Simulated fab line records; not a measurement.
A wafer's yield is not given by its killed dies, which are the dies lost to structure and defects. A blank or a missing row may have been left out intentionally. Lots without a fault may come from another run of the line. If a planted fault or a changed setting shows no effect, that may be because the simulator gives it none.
Which tool is to blame? + flow nand-harc + Sampling: 6 lots, 18 wafers, 5 of 1159 route steps

== WHAT THE GAUGES READ, wafer by wafer ==
NHARC_END_SORT_01.
| lot  | measured     | on        | killed-at-periphery |
|------|--------------|-----------|---------------------|
| L999 | day 21 03:04 | prober-01 | 4 0 2               |
| L110 | day 23 22:05 | prober-02 | 4 5 10              |

== TOOL THAT RAN EACH LOT (tool first, then ch and the chambers of the sampled wafers, then the start) ==
| lot  | NHARC_A_STAIRCASE_HM_DEP_462  | NHARC_A_STAIRCASE_STRIP_316                   | NHARC_A_STAIRCASE_ALD_420        | NHARC_A_STAIRCASE_DEP_325       |
|------|-------------------------------|-----------------------------------------------|----------------------------------|---------------------------------|
| L994 | acl-dep-01 ch 0, day 12 03:55 | rie-diel-11 ch 0,3, day 12 14:50 or earlier   | ald-hk-04 ch 1,2, day 12 14:50   | pecvd-04 ch 0,2, day 13 18:41   |
| L997 | acl-dep-02 ch 0, day 12 06:37 | rie-diel-02 ch 1,2,3, day 12 17:50 or earlier | ald-hk-04 ch 0,1,2, day 12 17:50 | pecvd-03 ch 0,1,2, day 13 19:14 |
| L999 | acl-dep-03 ch 0, day 13 15:57 | rie-diel-02 ch 1,2,3, day 14 02:32 or earlier | ald-hk-04 ch 2,3, day 14 02:32   | pecvd-04 ch 0,1, day 15 01:05   |
| L102 | acl-dep-02 ch 0, day 14 03:34 | rie-diel-11 ch 0,2,3, day 14 13:46 or earlier | ald-hk-01 ch 0,1,3, day 14 13:46 | pecvd-02 ch 0,1,2, day 15 13:06 |
| L110 | acl-dep-01 ch 0, day 16 06:12 | rie-diel-12 ch 1,2,3, day 16 17:02 or earlier | ald-hk-04 ch 0,1,2, day 16 17:02 | pecvd-03 ch 1,2, day 17 18:01   |
| L115 | acl-dep-01 ch 0, day 17 18:55 | rie-diel-12 ch 0,1,3, day 18 13:19 or earlier | ald-hk-01 ch 0,1,2, day 18 13:19 | pecvd-03 ch 0,1, day 19 12:53   |
- NHARC_A_STAIRCASE_HM_DEP_462: deposits aC, target thk 800 nm.
- NHARC_A_STAIRCASE_STRIP_316: strips in O2.
- NHARC_A_STAIRCASE_ALD_420: deposits SiO2, target thk 20 nm, pulse time 6 s, ald cycles 200.
- NHARC_A_STAIRCASE_DEP_325: deposits SiO2, target thk 3800 nm.

== THE ANSWER, worked out from the rows above alone ==
Rule: the lots themselves supply what counts as usual. The widest of any qualifying gaps counts: lots, ordered by their means at a reading, are off when they make up no more than a third of the lots, leave a main group of 4 or more, and stand apart from it by 3 or more times the standard deviation of that group's means. A main group whose means are all the same, to the digits that the tables above print for the reading, isn't used. A lot without any number at a reading at which 4 lots or more have one is off too. All remaining lots with rows at the step are treated as sound.
None of the lots is off at any reading shown; this tells nothing.

== WHAT HAD BEEN PUT IN BY THE SIMULATOR ==
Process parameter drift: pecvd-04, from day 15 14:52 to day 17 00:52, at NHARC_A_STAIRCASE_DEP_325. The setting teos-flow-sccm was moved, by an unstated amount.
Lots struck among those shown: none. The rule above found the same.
